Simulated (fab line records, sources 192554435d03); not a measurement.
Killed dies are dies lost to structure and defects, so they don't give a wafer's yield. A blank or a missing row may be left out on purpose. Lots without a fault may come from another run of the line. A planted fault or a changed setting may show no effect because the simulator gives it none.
Chamber matching | flow n5_finfet | N5_BEOL_M1_DEP_57 on pecvd-03: 3 sister chambers
The step deposits SiCN from 3MS/NH3, target thk 8 nm, time 14 s. 3 wafers are shown with their chamber, then 12 later ones without.

WAFERS WITH THEIR CHAMBER
wafer  | chamber | throttle_valve_pct (%)
L083.2 | 0       | 8.6
L083.5 | 1       | 9.5
L083.6 | 2       | 8.6

WAFERS WITHOUT THEIR CHAMBER
wafer  | throttle_valve_pct (%)
L084.1 | 9.9
L084.5 | 8.6
L084.6 | 10.0
L090.1 | 8.7
L090.2 | 9.6
L090.3 | 8.6
L090.4 | 9.1
L090.5 | 9.9
L090.6 | 8.7
L096.2 | 9.6
L096.3 | 10.1
L096.6 | 9.9

WHICH CHAMBER EACH WENT THROUGH
wafer  | from the rows above          | in truth
L084.1 | 1                            | 1
L084.5 | can't be placed: 0 or 2      | 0
L084.6 | 1                            | 1
L090.1 | can't be placed: 0 or 2      | 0
L090.2 | 1                            | 1
L090.3 | can't be placed: 0 or 2      | 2
L090.4 | can't be placed: 1 or 0 or 2 | 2
L090.5 | 1                            | 1
L090.6 | can't be placed: 0 or 2      | 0
L096.2 | 1                            | 1
L096.3 | 1                            | 1
L096.6 | 1                            | 1
Placed correctly: 7 of 12. Can't be placed from these rows: 5 (the true chamber is among the candidates in 5). Placed wrongly: 0.
How it was worked out, from the rows above alone: a wafer's distance from a chamber is the root of the sum, over the readings, of the square of ((its reading less the chamber's mean) divided by the reading's scatter). The wafer belongs to the nearest chamber; if the next one is less than 2 further off, it can't be placed. A chamber's mean is the mean of its shown wafers. The scatter: with one shown wafer a chamber, the root of the mean of the squares of how far each hidden wafer lies from its nearest shown one.
